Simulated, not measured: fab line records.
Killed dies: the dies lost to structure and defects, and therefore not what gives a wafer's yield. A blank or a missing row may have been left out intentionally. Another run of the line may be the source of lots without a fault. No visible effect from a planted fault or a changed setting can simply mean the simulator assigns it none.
Which of the tools did it? / flow nandHarc / 15 lots, 45 wafers sampled, at 3 steps of a route of 1302

== WHAT EACH GAUGE READ, for each wafer ==
NHARC_A_CHANNEL_HOLE_D2_CD_MEAS_10: target cd 100 nm. Usual: 100.1 nm for cdNm, sd 0.4.
lot=L164; measured=day 13 14:13; on=cdSem-03; cdNm (nm)=99.6 99.9 100.1; flag=
lot=L162; measured=day 13 14:31; on=cdSem-02; cdNm (nm)=100.0 99.7 99.7; flag=
lot=L165; measured=day 14 15:31; on=cdSem-02; cdNm (nm)=99.8 99.9 100.0; flag=
lot=L168; measured=day 15 07:10; on=cdSem-03; cdNm (nm)=100.4 100.6 100.7; flag=
lot=L169; measured=day 16 09:59; on=cdSem-01; cdNm (nm)=100.2 100.8 100.2; flag=
lot=L170; measured=day 16 19:02; on=cdSem-01; cdNm (nm)=99.9 99.6 99.4; flag=
lot=L171; measured=day 16 19:34; on=cdSem-03; cdNm (nm)=100.0 99.9 99.7; flag=
lot=L173; measured=day 17 12:05; on=cdSem-03; cdNm (nm)=99.9 99.6 99.9; flag=
lot=L172; measured=day 17 12:39; on=cdSem-02; cdNm (nm)=100.3 100.4 100.3; flag=
lot=L174; measured=day 18 04:08; on=cdSem-03; cdNm (nm)=100.1 99.6 99.2; flag=
lot=L176; measured=day 18 20:25; on=cdSem-03; cdNm (nm)=99.8 100.1 100.0; flag=
lot=L185; measured=day 23 01:25; on=cdSem-02; cdNm (nm)=100.7 100.5 100.5; flag=

NHARC_END_SORT_01. Usual: killedAtArray 56, standard deviation 21; killedAtOther 1.2, standard deviation 1.6; killedAtPeriphery 3.7, standard deviation 2.5; killedDies 61, standard deviation 21; killedOpen 3.1, standard deviation 1.8; killedShort 2.8, standard deviation 1.7.
lot=L164; measured=day 24 09:13; on=prober-01; killedAtArray=82 81 69; killedAtOther=2 0 0; killedAtPeriphery=1 0 3; killedDies=85 81 72; killedOpen=2 0 5; killedShort=2 5 5; flag=
lot=L162; measured=day 24 23:42; on=prober-02; killedAtArray=52 39 47; killedAtOther=2 1 0; killedAtPeriphery=1 2 1; killedDies=55 42 48; killedOpen=2 2 4; killedShort=6 2 2; flag=
lot=L165; measured=day 26 09:13; on=prober-02; killedAtArray=23 23 30; killedAtOther=0 0 1; killedAtPeriphery=4 4 7; killedDies=27 27 38; killedOpen=8 3 7; killedShort=3 4 2; flag=
lot=L168; measured=day 26 02:19; on=prober-02; killedAtArray=74 67 76; killedAtOther=0 1 3; killedAtPeriphery=3 0 5; killedDies=77 68 84; killedOpen=4 1 5; killedShort=2 1 3; flag=
lot=L169; measured=day 27 10:53; on=prober-02; killedAtArray=69 81 65; killedAtOther=1 6 4; killedAtPeriphery=6 4 2; killedDies=76 91 71; killedOpen=1 5 5; killedShort=3 2 2; flag=
lot=L170; measured=day 28 04:38; on=prober-02; killedAtArray=52 57 68; killedAtOther=4 0 1; killedAtPeriphery=4 3 1; killedDies=60 60 70; killedOpen=7 2 3; killedShort=0 2 4; flag=
lot=L171; measured=day 28 06:11; on=prober-01; killedAtArray=75 65 88; killedAtOther=4 0 1; killedAtPeriphery=6 2 1; killedDies=85 67 90; killedOpen=2 2 1; killedShort=3 2 3; flag=
lot=L173; measured=day 29 01:17; on=prober-02; killedAtArray=47 47 42; killedAtOther=3 0 0; killedAtPeriphery=8 2 5; killedDies=58 49 47; killedOpen=5 0 2; killedShort=4 2 3; flag=
lot=L172; measured=day 28 14:04; on=prober-01; killedAtArray=40 23 37; killedAtOther=2 1 1; killedAtPeriphery=2 2 1; killedDies=44 26 39; killedOpen=3 3 7; killedShort=2 1 4; flag=
lot=L174; measured=day 29 19:15; on=prober-01; killedAtArray=50 44 35; killedAtOther=0 0 0; killedAtPeriphery=2 3 3; killedDies=52 47 38; killedOpen=2 2 2; killedShort=1 1 1; flag=
lot=L176; measured=day 30 02:55; on=prober-02; killedAtArray=69 87 87; killedAtOther=0 2 1; killedAtPeriphery=2 1 2; killedDies=71 90 90; killedOpen=2 2 5; killedShort=1 5 4; flag=
lot=L181; measured=day 31 18:45; on=prober-02; killedAtArray=677 672 674; killedAtOther=0 1 0; killedAtPeriphery=0 4 3; killedDies=677 677 677; killedOpen=0 4 4; killedShort=1 6 4; flag=OFF
lot=L180; measured=day 31 19:35; on=prober-01; killedAtArray=673 675 671; killedAtOther=0 0 1; killedAtPeriphery=4 2 5; killedDies=677 677 677; killedOpen=3 3 5; killedShort=5 1 4; flag=OFF
lot=L182; measured=day 33 23:28; on=prober-01; killedAtArray=674 671 672; killedAtOther=0 1 5; killedAtPeriphery=3 5 0; killedDies=677 677 677; killedOpen=3 6 0; killedShort=2 3 3; flag=OFF
lot=L185; measured=day 34 13:49; on=prober-01; killedAtArray=19 26 20; killedAtOther=2 4 4; killedAtPeriphery=3 8 7; killedDies=24 38 31; killedOpen=2 8 5; killedShort=3 0 3; flag=

== WHICH TOOL RAN EACH LOT (tool, then ch and the chambers of the sampled wafers, then the start) ==
lot=L164; NHARC_A_ONON_D2_DEP_28=pecvdOnon-03 ch 0, day 13 10:31
lot=L162; NHARC_A_ONON_D2_DEP_28=pecvdOnon-01 ch 0, day 13 10:34
lot=L165; NHARC_A_ONON_D2_DEP_28=pecvdOnon-02 ch 0, day 14 07:59
lot=L168; NHARC_A_ONON_D2_DEP_28=pecvdOnon-03 ch 0, day 15 03:40
lot=L169; NHARC_A_ONON_D2_DEP_28=pecvdOnon-03 ch 0, day 16 06:15
lot=L170; NHARC_A_ONON_D2_DEP_28=pecvdOnon-03 ch 0, day 16 12:46
lot=L171; NHARC_A_ONON_D2_DEP_28=pecvdOnon-01 ch 0, day 16 13:09
lot=L173; NHARC_A_ONON_D2_DEP_28=pecvdOnon-01 ch 0, day 17 05:19
lot=L172; NHARC_A_ONON_D2_DEP_28=pecvdOnon-02 ch 0, day 17 05:19
lot=L174; NHARC_A_ONON_D2_DEP_28=pecvdOnon-01 ch 0, day 17 23:43
lot=L176; NHARC_A_ONON_D2_DEP_28=pecvdOnon-03 ch 0, day 18 16:25
lot=L181; NHARC_A_ONON_D2_DEP_28=pecvdOnon-03, day 20 11:07
lot=L180; NHARC_A_ONON_D2_DEP_28=pecvdOnon-01, day 20 11:13
lot=L182; NHARC_A_ONON_D2_DEP_28=pecvdOnon-02, day 21 10:53
lot=L185; NHARC_A_ONON_D2_DEP_28=pecvdOnon-01 ch 0, day 22 21:44
- NHARC_A_ONON_D2_DEP_28: target thk 1000 nm.

== WHAT THE TOOLS THEMSELVES READ (means of the sampled wafers that have a number; where no wafer has one, the mark that the record gives instead) ==
NHARC_A_ONON_D2_DEP_28. Usual: n2FlowSccm 2749 sccm, standard deviation 8; n2oFlowSccm 1999 sccm, standard deviation 5.5.
lot=L164; tool=pecvdOnon-03; n2FlowSccm (sccm)=2748; n2oFlowSccm (sccm)=1999; flag=
lot=L162; tool=pecvdOnon-01; n2FlowSccm (sccm)=2750; n2oFlowSccm (sccm)=1997; flag=
lot=L165; tool=pecvdOnon-02; n2FlowSccm (sccm)=2757; n2oFlowSccm (sccm)=2000; flag=
lot=L168; tool=pecvdOnon-03; n2FlowSccm (sccm)=2749; n2oFlowSccm (sccm)=2002; flag=
lot=L169; tool=pecvdOnon-03; n2FlowSccm (sccm)=2759; n2oFlowSccm (sccm)=1997; flag=
lot=L170; tool=pecvdOnon-03; n2FlowSccm (sccm)=2748; n2oFlowSccm (sccm)=2003; flag=
lot=L171; tool=pecvdOnon-01; n2FlowSccm (sccm)=2758; n2oFlowSccm (sccm)=1998; flag=
lot=L173; tool=pecvdOnon-01; n2FlowSccm (sccm)=2739; n2oFlowSccm (sccm)=1989; flag=
lot=L172; tool=pecvdOnon-02; n2FlowSccm (sccm)=2754; n2oFlowSccm (sccm)=2000; flag=
lot=L174; tool=pecvdOnon-01; n2FlowSccm (sccm)=2749; n2oFlowSccm (sccm)=1997; flag=
lot=L176; tool=pecvdOnon-03; n2FlowSccm (sccm)=2737; n2oFlowSccm (sccm)=1991; flag=
lot=L181; tool=pecvdOnon-03; n2FlowSccm (sccm)=-; n2oFlowSccm (sccm)=-; flag=OFF
lot=L180; tool=pecvdOnon-01; n2FlowSccm (sccm)=-; n2oFlowSccm (sccm)=-; flag=OFF
lot=L182; tool=pecvdOnon-02; n2FlowSccm (sccm)=-; n2oFlowSccm (sccm)=-; flag=OFF
lot=L185; tool=pecvdOnon-01; n2FlowSccm (sccm)=2742; n2oFlowSccm (sccm)=1994; flag=

== THE ANSWER, worked out from the rows above alone ==
Rule: take the mean of a lot's wafers that have a number; if it is more than 3 standard deviations from the usual mean, the lot is off. A lot without any number at a reading at which 4 lots or more have one is off too. Any other lot the step has rows for is counted as sound. After the gauges, taken in route order, come the tools' own readings; for these a lot's mean is taken, as printed above. At the first step where some lot is off, the reading lying furthest off is the one used; lots without a number count as furthest.
Off: L181, L180, L182, at NHARC_END_SORT_01 (killedAtArray).
If a tool, at a process step before that reading, ran all the lots that are off and no sound lot after the first of them, it fits. The gauges at NHARC_END_SORT_01 aren't tried: what is off there is off at NHARC_A_ONON_D2_DEP_28 too, on other tools, and a gauge's error can't cause that. Of those tried, none fits.

== WHAT THE SIMULATOR PUT IN ==
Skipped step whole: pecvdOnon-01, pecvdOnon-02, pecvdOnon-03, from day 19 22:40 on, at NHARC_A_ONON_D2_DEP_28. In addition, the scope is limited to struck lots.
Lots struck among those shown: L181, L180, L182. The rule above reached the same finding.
